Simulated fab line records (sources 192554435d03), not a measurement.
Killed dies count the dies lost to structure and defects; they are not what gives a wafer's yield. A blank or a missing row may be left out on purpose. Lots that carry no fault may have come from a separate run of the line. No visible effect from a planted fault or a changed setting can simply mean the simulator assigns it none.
One fault through the eyes of 3 desks + flow n5-finfet + only its own numbers are on each desk; what lay behind them is given at the end

== THE DEFECT DESK ==
Counts from the inspections along the route, per lot, as means over the sampled wafers that have a number. If a lot's mean is further than 4 standard deviations from the usual mean, the lot is out of limits and carries the mark OUT (the distance appears in the brackets).
Columns: A = raw-defect-count at N5_SDB_INSPECT_13, usual 80
| lot  | first seen here | A   |
|------|-----------------|-----|
| L470 | day 4 04:26     | 81  |
| L471 | day 4 10:40     | 47  |
| L477 | day 6 00:07     | 85  |
| L479 | day 6 14:28     | 78  |
| L481 | day 7 00:10     | 89  |
| L482 | day 7 09:26     | 137 |
| L484 | day 8 01:48     | 92  |
| L485 | day 8 04:02     | 116 |
| L491 | day 9 10:17     | 63  |
Result from this desk: across the 9 lots, nothing is out of limits.

== AT THE METROLOGY DESK ==
Means of the sampled wafers that have a number, per lot and without regard to the tool the lot ran on: this is what the gauges read. If a lot's mean is further than 4 standard deviations from the usual mean, the lot is out of limits and carries the mark OUT (the distance appears in the brackets). Shown are 7 of the 15 readings it has, namely the first that went out of limits plus those furthest out on some lot.
Columns: A = HK_THK at N5_HKMG_FIN_THK_MEAS_70, usual 1.580 nm; B = EOT_N at N5_BEOL_M4_RC_MEAS_101, usual 10.53; C = EOT_P at N5_BEOL_M4_RC_MEAS_101, usual 10.48; D = IGATE_N at N5_BEOL_M4_RC_MEAS_101, usual 0.0125 nA/um; E = IGATE_P at N5_BEOL_M4_RC_MEAS_101, usual 0.0037 nA/um; F = SS_P at N5_BEOL_M4_RC_MEAS_101, usual 73.1 mV/dec; G = VT_P at N5_BEOL_M4_RC_MEAS_101, usual -250 mV
| lot  | first seen here | A                | B                | C     | D                | E                | F    | G    |
|------|-----------------|------------------|------------------|-------|------------------|------------------|------|------|
| L470 | day 4 12:49     | 1.595            | 10.50            | 10.41 | 0.0129           | 0.0039           | 72.8 | -258 |
| L471 | day 4 18:41     | 1.581            | 10.54            | 10.48 | 0.0124           | 0.0037           | 73.1 | -247 |
| L477 | day 6 08:19     | 1.466 (-5.2) OUT | 10.21            | 10.21 | 0.0393 (+12) OUT | 0.0112 (+11) OUT | 74.7 | -250 |
| L479 | day 6 22:38     | 1.352 (-10) OUT  | 10.06 (-4.3) OUT | 10.05 | 0.0611 (+21) OUT | 0.0186 (+22) OUT | 72.3 | -249 |
| L481 | day 7 08:37     | 1.476 (-4.8) OUT | 10.31            | 10.19 | 0.0400 (+12) OUT | 0.0116 (+12) OUT | 73.2 | -250 |
| L482 | day 7 18:35     | 1.589            | 10.62            | 10.51 | 0.0106           | 0.0032           | 74.0 | -246 |
| L484 | day 8 09:55     | 1.594            | 10.75            | 10.71 | 0.0086           | 0.0026           | 73.2 | -247 |
| L485 | day 8 12:13     | 1.572            | 10.54            | 10.50 | 0.0129           | 0.0039           | 74.0 | -249 |
| L491 | day 9 20:02     | 1.582            | 10.52            | 10.53 | 0.0116           | 0.0034           | 72.5 | -248 |
Per this desk, out of limits: L477, L479, L481; the first was L477, day 6 08:19 (HK_THK at N5_HKMG_FIN_THK_MEAS_70). In limits: L470, L471, L482, L484, L485, L491.

== AT THE TOOL OWNER'S DESK: ald-hk-02 ==
The tool's own readings at N5_HKMG_FIN_HK_ALD_01 (deposits HfO2, target thk 1.6 nm, pulse time 3 s, purge time 3 s): means of the sampled wafers that have a number, for each lot that ran on this tool. If a lot's mean is further than 4 standard deviations from the usual mean, the lot is out of limits and carries the mark OUT (the distance appears in the brackets).
Columns: A = precursor-pulse-height-rel at N5_HKMG_FIN_HK_ALD_01, usual 1.001
| lot  | first seen here | A     |
|------|-----------------|-------|
| L470 | day 4 09:14     | 0.997 |
| L471 | day 4 15:14     | 0.996 |
| L477 | day 6 04:47     | 0.987 |
| L479 | day 6 19:02     | 1.027 |
| L481 | day 7 05:15     | 1.008 |
Result from this desk: across the 5 lots, nothing is out of limits.

== TAKEN TOGETHER ==
At day 6 08:19 the metrology desk could have sounded an alarm, on L477, L479, L481.
The defect desk saw nothing out of limits.
The desk of the tool owner found nothing out of limits.
The defect desk has L477, L479, L481 on record, within its limits.
Tool owner's desk: L477, L479, L481 on record, inside its limits.
All the named lots went through N5_HKMG_FIN_HK_ALD_01 on ald-hk-02.

== WHAT WAS PUT IN BY THE SIMULATOR ==
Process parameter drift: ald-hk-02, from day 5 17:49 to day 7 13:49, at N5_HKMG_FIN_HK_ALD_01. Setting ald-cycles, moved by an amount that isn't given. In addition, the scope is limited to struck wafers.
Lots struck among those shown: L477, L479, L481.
Per desk, hours elapsed from the start of the fault to the first reading out of limits: for the metrology desk, 14.
